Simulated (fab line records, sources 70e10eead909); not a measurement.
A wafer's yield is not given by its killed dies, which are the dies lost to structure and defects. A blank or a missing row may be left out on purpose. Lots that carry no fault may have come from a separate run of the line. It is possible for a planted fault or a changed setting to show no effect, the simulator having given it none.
Which tool is to blame? + flow nandHarc + 24 lots with 72 wafers sampled at 6 steps, on a route of 1302 steps

WHAT THE GAUGES READ, wafer by wafer
NHARC_P_CONTACT_INSPECT_27.
| lot  | measured     | on               | rawDefectCount |
|------|--------------|------------------|----------------|
| L074 | day 6 03:08  | defectInspect-01 | 251 205 311    |
| L076 | day 6 15:20  | defectInspect-02 | 136 117 208    |
| L075 | day 6 15:32  | defectInspect-01 | 288 331 451    |
| L077 | day 7 07:47  | defectInspect-02 | 246 288 218    |
| L078 | day 7 08:44  | defectInspect-02 | 442 255 403    |
| L079 | day 7 20:50  | defectInspect-02 | 196 220 194    |
| L080 | day 8 11:23  | defectInspect-02 | 190 117 173    |
| L081 | day 9 03:30  | defectInspect-01 | 190 240 136    |
| L082 | day 9 14:57  | defectInspect-01 | 314 153 146    |
| L083 | day 9 19:42  | defectInspect-02 | 174 172 191    |
| L085 | day 10 10:16 | defectInspect-02 | 204 167 212    |
| L084 | day 10 12:22 | defectInspect-01 | 269 293 331    |
| L086 | day 10 22:26 | defectInspect-02 | 267 391 255    |
| L087 | day 11 08:07 | defectInspect-02 | 293 243 259    |
| L088 | day 12 04:59 | defectInspect-02 | 256 250 168    |
| L089 | day 12 05:55 | defectInspect-02 | 259 171 187    |
| L090 | day 12 16:09 | defectInspect-01 | 266 348 221    |
| L091 | day 13 06:27 | defectInspect-02 | 399 152 169    |
| L092 | day 13 08:10 | defectInspect-01 | 470 394 380    |
| L093 | day 13 23:42 | defectInspect-01 | 283 322 416    |
| L094 | day 14 11:53 | defectInspect-01 | 266 134 353    |
| L095 | day 14 17:52 | defectInspect-01 | 288 378 413    |
| L096 | day 15 05:04 | defectInspect-01 | 225 321 279    |
| L097 | day 15 16:29 | defectInspect-01 | 264 257 187    |

NHARC_P_M1_CD_MEAS_09: target cd 130 nm.
| lot  | measured     | on       | cdNm (nm)         |
|------|--------------|----------|-------------------|
| L074 | day 6 07:56  | cdSem-03 | 129.6 130.5 130.1 |
| L076 | day 6 20:34  | cdSem-02 | 130.6 129.9 130.4 |
| L075 | day 6 21:02  | cdSem-03 | 130.7 130.2 129.9 |
| L077 | day 7 12:57  | cdSem-01 | 129.7 129.4 130.0 |
| L078 | day 7 13:44  | cdSem-01 | 130.0 130.1 130.5 |
| L079 | day 8 01:55  | cdSem-02 | 129.4 129.7 130.7 |
| L080 | day 8 16:22  | cdSem-02 | 130.1 129.8 130.3 |
| L081 | day 9 08:29  | cdSem-02 | 129.8 130.6 129.0 |
| L082 | day 9 19:46  | cdSem-03 | 129.9 129.7 130.2 |
| L083 | day 10 00:32 | cdSem-02 | 130.4 130.4 130.2 |
| L085 | day 10 15:13 | cdSem-02 | 130.2 130.6 130.5 |
| L084 | day 10 17:12 | cdSem-03 | 130.3 130.0 130.3 |
| L086 | day 11 03:10 | cdSem-02 | 130.3 130.1 130.7 |
| L087 | day 11 12:49 | cdSem-01 | 130.2 130.3 131.0 |
| L088 | day 12 09:47 | cdSem-03 | 129.2 129.7 129.9 |
| L089 | day 12 10:56 | cdSem-03 | 130.7 130.1 130.2 |
| L090 | day 12 20:59 | cdSem-02 | 130.2 130.0 130.1 |
| L091 | day 13 11:28 | cdSem-03 | 130.2 129.4 129.5 |
| L092 | day 13 13:03 | cdSem-03 | 129.6 129.4 129.0 |
| L093 | day 14 05:23 | cdSem-03 | 129.9 130.0 129.8 |
| L094 | day 14 17:01 | cdSem-03 | 130.3 130.0 130.4 |
| L095 | day 14 22:46 | cdSem-01 | 130.4 131.3 130.3 |
| L096 | day 15 10:08 | cdSem-02 | 130.3 130.4 130.6 |
| L097 | day 15 21:28 | cdSem-02 | 130.6 130.3 130.8 |

NHARC_P_M2_CD_MEAS_09: target cd 170 nm.
| lot  | measured     | on       | cdNm (nm)         |
|------|--------------|----------|-------------------|
| L074 | day 6 12:05  | cdSem-03 | 170.0 170.1 169.7 |
| L076 | day 7 01:13  | cdSem-03 | 171.6 170.4 171.3 |
| L075 | day 7 01:23  | cdSem-01 | 170.4 169.7 169.5 |
| L077 | day 7 17:04  | cdSem-03 | 170.8 170.5 170.2 |
| L078 | day 7 18:01  | cdSem-01 | 170.7 170.4 170.3 |
| L079 | day 8 05:59  | cdSem-02 | 170.5 170.4 170.7 |
| L080 | day 8 20:34  | cdSem-01 | 170.4 170.4 170.7 |
| L081 | day 9 12:38  | cdSem-03 | 168.8 170.1 169.7 |
| L082 | day 9 23:47  | cdSem-01 | 170.0 169.2 170.9 |
| L083 | day 10 04:35 | cdSem-03 | 169.0 169.2 170.1 |
| L085 | day 10 19:14 | cdSem-01 | 169.1 169.5 169.2 |
| L084 | day 10 21:13 | cdSem-03 | 170.3 170.1 168.9 |
| L086 | day 11 07:36 | cdSem-02 | 170.1 170.3 170.5 |
| L087 | day 11 16:59 | cdSem-03 | 170.5 170.1 169.6 |
| L088 | day 12 14:25 | cdSem-01 | 169.8 170.3 170.2 |
| L089 | day 12 15:05 | cdSem-02 | 169.0 168.9 169.8 |
| L090 | day 13 01:07 | cdSem-03 | 169.2 169.4 168.8 |
| L091 | day 13 15:51 | cdSem-01 | 169.6 169.1 169.1 |
| L092 | day 13 17:07 | cdSem-03 | 168.6 169.6 169.2 |
| L093 | day 14 09:49 | cdSem-01 | 170.1 170.7 170.3 |
| L094 | day 14 21:17 | cdSem-03 | 170.9 171.0 171.9 |
| L095 | day 15 02:59 | cdSem-01 | 169.4 168.1 169.1 |
| L096 | day 15 14:17 | cdSem-02 | 169.3 169.4 170.0 |
| L097 | day 16 01:30 | cdSem-03 | 170.2 170.3 169.3 |

TOOL THAT RAN EACH LOT (tool first, then ch and the chambers of the sampled wafers, then the start)
| lot  | NHARC_P_M0_ETCH_15                           | NHARC_P_M0_STRIP_18               | NHARC_P_M1_ANNEAL_31            |
|------|----------------------------------------------|-----------------------------------|---------------------------------|
| L074 | rieDiel-13 ch 0,1,3, day 6 04:29 or earlier  | rieDiel-13 ch 0,2, day 6 04:29    | rtpAnneal-02 ch 0, day 6 09:58  |
| L076 | rieDiel-13 ch 1,3, day 6 17:05 or earlier    | rieDiel-13 ch 0,2,3, day 6 17:05  | rtpAnneal-02 ch 0, day 6 22:37  |
| L075 | rieDiel-13 ch 1,3, day 6 17:25 or earlier    | rieDiel-11 ch 0,1, day 6 17:25    | rtpAnneal-01 ch 0, day 6 23:02  |
| L077 | rieDiel-08 ch 1,3, day 7 09:23 or earlier    | rieDiel-13 ch 0,1,2, day 7 09:23  | rtpAnneal-01 ch 0, day 7 14:59  |
| L078 | rieDiel-11 ch 0,1,2, day 7 10:15 or earlier  | rieDiel-13 ch 0,1,3, day 7 10:15  | rtpAnneal-01 ch 0, day 7 15:48  |
| L079 | rieDiel-08 ch 1,3, day 7 22:12 or earlier    | rieDiel-08 ch 1,3, day 7 22:12    | rtpAnneal-01 ch 0, day 8 03:54  |
| L080 | rieDiel-08 ch 0,2,3, day 8 12:53 or earlier  | rieDiel-08 ch 1,2,3, day 8 12:53  | rtpAnneal-01 ch 0, day 8 18:30  |
| L081 | rieDiel-08 ch 0,2,3, day 9 05:01 or earlier  | rieDiel-11 ch 2,3, day 9 05:01    | rtpAnneal-02 ch 0, day 9 10:30  |
| L082 | rieDiel-08 ch 0,1,2, day 9 16:24 or earlier  | rieDiel-08 ch 0,1,3, day 9 16:24  | rtpAnneal-01 ch 0, day 9 21:42  |
| L083 | rieDiel-13 ch 0,1,3, day 9 21:05 or earlier  | rieDiel-13 ch 0,1,2, day 9 21:05  | rtpAnneal-02 ch 0, day 10 02:30 |
| L085 | rieDiel-11 ch 0,1,2, day 10 11:44 or earlier | rieDiel-11 ch 2,3, day 10 11:44   | rtpAnneal-02 ch 0, day 10 17:19 |
| L084 | rieDiel-11 ch 1,2,3, day 10 13:50 or earlier | rieDiel-13 ch 2,3, day 10 13:50   | rtpAnneal-01 ch 0, day 10 19:11 |
| L086 | rieDiel-08 ch 0,2, day 10 23:50 or earlier   | rieDiel-13 ch 2,3, day 10 23:50   | rtpAnneal-01 ch 0, day 11 05:24 |
| L087 | rieDiel-13 ch 1,2, day 11 09:27 or earlier   | rieDiel-13 ch 0,2, day 11 09:27   | rtpAnneal-01 ch 0, day 11 14:46 |
| L088 | rieDiel-13 ch 0,1,3, day 12 06:23 or earlier | rieDiel-13 ch 0,1,3, day 12 06:23 | rtpAnneal-02 ch 0, day 12 12:14 |
| L089 | rieDiel-11 ch 1,3, day 12 07:26 or earlier   | rieDiel-13 ch 0,1,2, day 12 07:26 | rtpAnneal-02 ch 0, day 12 12:55 |
| L090 | rieDiel-13 ch 1,2,3, day 12 17:38 or earlier | rieDiel-13 ch 0,1,3, day 12 17:38 | rtpAnneal-02 ch 0, day 12 22:55 |
| L091 | rieDiel-08 ch 1,3, day 13 07:59 or earlier   | rieDiel-13 ch 0,1, day 13 07:59   | rtpAnneal-01 ch 0, day 13 13:44 |
| L092 | rieDiel-08 ch 1,3, day 13 09:35 or earlier   | rieDiel-11 ch 0,1,2, day 13 09:35 | rtpAnneal-02 ch 0, day 13 15:02 |
| L093 | rieDiel-11 ch 1,2, day 14 01:45 or earlier   | rieDiel-11 ch 0,3, day 14 01:45   | rtpAnneal-01 ch 0, day 14 07:34 |
| L094 | rieDiel-13 ch 2,3, day 14 13:20 or earlier   | rieDiel-13 ch 1,2, day 14 13:20   | rtpAnneal-02 ch 0, day 14 18:59 |
| L095 | rieDiel-13 ch 1,2,3, day 14 19:26 or earlier | rieDiel-11 ch 0,2,3, day 14 19:26 | rtpAnneal-01 ch 0, day 15 00:44 |
| L096 | rieDiel-08 ch 1,2, day 15 06:30              | rieDiel-08 ch 0,1,2, day 15 06:46 | rtpAnneal-01 ch 0, day 15 12:05 |
| L097 | rieDiel-13 ch 0,1,2, day 15 17:59 or earlier | rieDiel-08 ch 1,2,3, day 15 17:59 | rtpAnneal-02 ch 0, day 15 23:25 |
- NHARC_P_M0_ETCH_15: etches the open film in C4F8/Ar, target depth 150 nm, overetch 15 nm, time 82.5 s.
- NHARC_P_M0_STRIP_18: strips in N2/H2.
- NHARC_P_M1_ANNEAL_31: time 90 s.

AS READ BY THE TOOLS THEMSELVES (means over the sampled wafers that have a number; for cases with no such wafer, the mark the record gives instead)
NHARC_P_M0_ETCH_15.
| lot  | tool       | chamberPressureMTorr (mTorr) | oesProductAu (a.u.) | rfVppV (V) |
|------|------------|------------------------------|---------------------|------------|
| L074 | rieDiel-13 | 25.007                       | 0.971               | 439.7      |
| L076 | rieDiel-13 | 24.985                       | 0.969               | 441.6      |
| L075 | rieDiel-13 | 25.001                       | 0.972               | 441.0      |
| L077 | rieDiel-08 | 24.976                       | 0.925               | 440.8      |
| L078 | rieDiel-11 | 24.990                       | 0.975               | 441.1      |
| L079 | rieDiel-08 | 25.001                       | 0.914               | 440.8      |
| L080 | rieDiel-08 | 25.016                       | 0.918               | 440.5      |
| L081 | rieDiel-08 | 24.994                       | 0.919               | 439.4      |
| L082 | rieDiel-08 | 25.005                       | 0.963               | 440.8      |
| L083 | rieDiel-13 | 25.015                       | 0.969               | 438.9      |
| L085 | rieDiel-11 | 25.006                       | 0.928               | 440.3      |
| L084 | rieDiel-11 | 25.003                       | 0.925               | 440.9      |
| L086 | rieDiel-08 | 25.000                       | 0.945               | 440.7      |
| L087 | rieDiel-13 | 25.007                       | 0.936               | 438.7      |
| L088 | rieDiel-13 | 25.001                       | 0.964               | 440.3      |
| L089 | rieDiel-11 | 25.004                       | 0.959               | 441.2      |
| L090 | rieDiel-13 | 25.018                       | 0.978               | 439.9      |
| L091 | rieDiel-08 | 25.008                       | 0.956               | 440.6      |
| L092 | rieDiel-08 | 25.020                       | 0.970               | 440.6      |
| L093 | rieDiel-11 | 24.980                       | 0.929               | 438.7      |
| L094 | rieDiel-13 | 24.995                       | 0.950               | 439.0      |
| L095 | rieDiel-13 | 24.996                       | 0.981               | 440.0      |
| L096 | rieDiel-08 | 24.994                       | 0.943               | 439.2      |
| L097 | rieDiel-13 | 24.980                       | 0.977               | 438.9      |

NHARC_P_M0_STRIP_18.
| lot  | tool       | chamberPressureMTorr (mTorr) | drypumpMotorCurrentA (A) | mfcArSccm (sccm) | n2FlowSccm (sccm) | oesProductAu (a.u.) | rfVppV (V) | showerheadPlenumPTorr (Torr) | throttleValvePct (%) |
|------|------------|------------------------------|--------------------------|------------------|-------------------|---------------------|------------|------------------------------|----------------------|
| L074 | rieDiel-13 | 29.982                       | 5.5                      | 0.018            | 150.2             | 1.001               | 90.3       | 1.95                         | 14.169               |
| L076 | rieDiel-13 | 29.997                       | 5.6                      | 0.014            | 150.0             | 1.010               | 89.3       | 1.97                         | 14.178               |
| L075 | rieDiel-11 | 30.024                       | 5.8                      | 0.000            | 150.0             | 1.006               | 91.0       | 2.04                         | 14.185               |
| L077 | rieDiel-13 | 30.006                       | 5.5                      | 0.013            | 149.9             | 1.009               | 90.0       | 1.98                         | 14.170               |
| L078 | rieDiel-13 | 30.003                       | 5.3                      | 0.006            | 150.5             | 1.005               | 90.1       | 2.01                         | 14.179               |
| L079 | rieDiel-08 | 29.994                       | 5.7                      | 0.006            | 150.2             | 0.993               | 91.1       | 2.04                         | 14.176               |
| L080 | rieDiel-08 | 30.012                       | 5.9                      | 0.010            | 149.9             | 0.993               | 90.8       | 2.02                         | 14.176               |
| L081 | rieDiel-11 | 30.002                       | 5.3                      | 0.006            | 150.2             | 1.008               | 90.3       | 2.03                         | 14.174               |
| L082 | rieDiel-08 | 30.012                       | 5.7                      | 0.012            | 149.4             | 0.989               | 90.5       | 2.03                         | 14.177               |
| L083 | rieDiel-13 | 29.994                       | 5.5                      | 0.013            | 150.1             | 0.995               | 90.2       | 1.97                         | 14.172               |
| L085 | rieDiel-11 | 30.001                       | 5.3                      | 0.006            | 150.1             | 1.009               | 90.1       | 2.03                         | 14.164               |
| L084 | rieDiel-13 | 29.989                       | 6.0                      | 0.017            | 150.1             | 1.005               | 90.8       | 1.96                         | 14.181               |
| L086 | rieDiel-13 | 30.008                       | 5.9                      | 0.017            | 149.9             | 1.002               | 89.9       | 1.96                         | 14.168               |
| L087 | rieDiel-13 | 30.021                       | 5.5                      | 0.018            | 149.6             | 0.998               | 89.9       | 1.94                         | 14.176               |
| L088 | rieDiel-13 | 29.997                       | 5.3                      | 0.006            | 149.8             | 0.995               | 90.8       | 2.00                         | 14.154               |
| L089 | rieDiel-13 | 29.959                       | 5.5                      | 0.013            | 150.2             | 0.989               | 90.9       | 1.97                         | 14.173               |
| L090 | rieDiel-13 | 29.994                       | 5.3                      | 0.006            | 149.8             | 1.009               | 90.4       | 2.00                         | 14.170               |
| L091 | rieDiel-13 | 29.985                       | 5.2                      | 0.005            | 149.8             | 0.995               | 90.7       | 2.01                         | 14.168               |
| L092 | rieDiel-11 | 29.980                       | 5.7                      | 0.003            | 150.4             | 0.992               | 90.3       | 2.02                         | 14.168               |
| L093 | rieDiel-11 | 29.972                       | 5.3                      | 0.000            | 150.2             | 1.003               | 90.3       | 2.05                         | 14.167               |
| L094 | rieDiel-13 | 29.998                       | 5.5                      | 0.008            | 149.6             | 0.990               | 90.8       | 2.00                         | 14.174               |
| L095 | rieDiel-11 | 30.002                       | 5.4                      | 0.003            | 150.2             | 1.002               | 90.8       | 2.03                         | 14.175               |
| L096 | rieDiel-08 | 30.000                       | 5.7                      | 0.018            | 149.9             | 0.993               | 91.0       | 2.02                         | 14.168               |
| L097 | rieDiel-08 | 29.981                       | 5.9                      | 0.010            | 150.1             | 1.003               | 90.3       | 2.01                         | 14.167               |

NHARC_P_M1_ANNEAL_31.
| lot  | tool         | wafer_temp_C_max |
|------|--------------|------------------|
| L074 | rtpAnneal-02 | 226.6            |
| L076 | rtpAnneal-02 | 226.9            |
| L075 | rtpAnneal-01 | 226.3            |
| L077 | rtpAnneal-01 | 226.8            |
| L078 | rtpAnneal-01 | 226.5            |
| L079 | rtpAnneal-01 | 226.4            |
| L080 | rtpAnneal-01 | 226.5            |
| L081 | rtpAnneal-02 | 226.7            |
| L082 | rtpAnneal-01 | 226.8            |
| L083 | rtpAnneal-02 | 226.8            |
| L085 | rtpAnneal-02 | 226.9            |
| L084 | rtpAnneal-01 | 226.3            |
| L086 | rtpAnneal-01 | 226.9            |
| L087 | rtpAnneal-01 | 226.6            |
| L088 | rtpAnneal-02 | 226.3            |
| L089 | rtpAnneal-02 | 226.3            |
| L090 | rtpAnneal-02 | 226.6            |
| L091 | rtpAnneal-01 | 226.1            |
| L092 | rtpAnneal-02 | 227.0            |
| L093 | rtpAnneal-01 | 226.5            |
| L094 | rtpAnneal-02 | 226.6            |
| L095 | rtpAnneal-01 | 226.4            |
| L096 | rtpAnneal-01 | 226.5            |
| L097 | rtpAnneal-02 | 226.5            |

THE ANSWER, worked out from the rows above alone
Rule: what is usual is taken from the lots themselves. The widest of any qualifying gaps counts: lots, ordered by their means at a reading, are off when they make up no more than a third of the lots, leave a main group of 4 or more, and stand apart from it by 3 or more times the standard deviation of that group's means. The tables above print the reading to a certain number of digits; a main group whose means all agree to those digits is not used. A lot without any number at a reading at which 4 lots or more have one is off too. Where the step has rows for the other lots, those lots are counted as sound. The gauges are gone through in route order, then the tools' own readings, and for those a lot's mean is taken as printed above. The first step at which some lot is off is used, and at that step the reading that is off furthest; a lot without a number counts as furthest.
None of the lots is off at any reading shown; this tells nothing.

WHAT HAD BEEN PUT IN BY THE SIMULATOR
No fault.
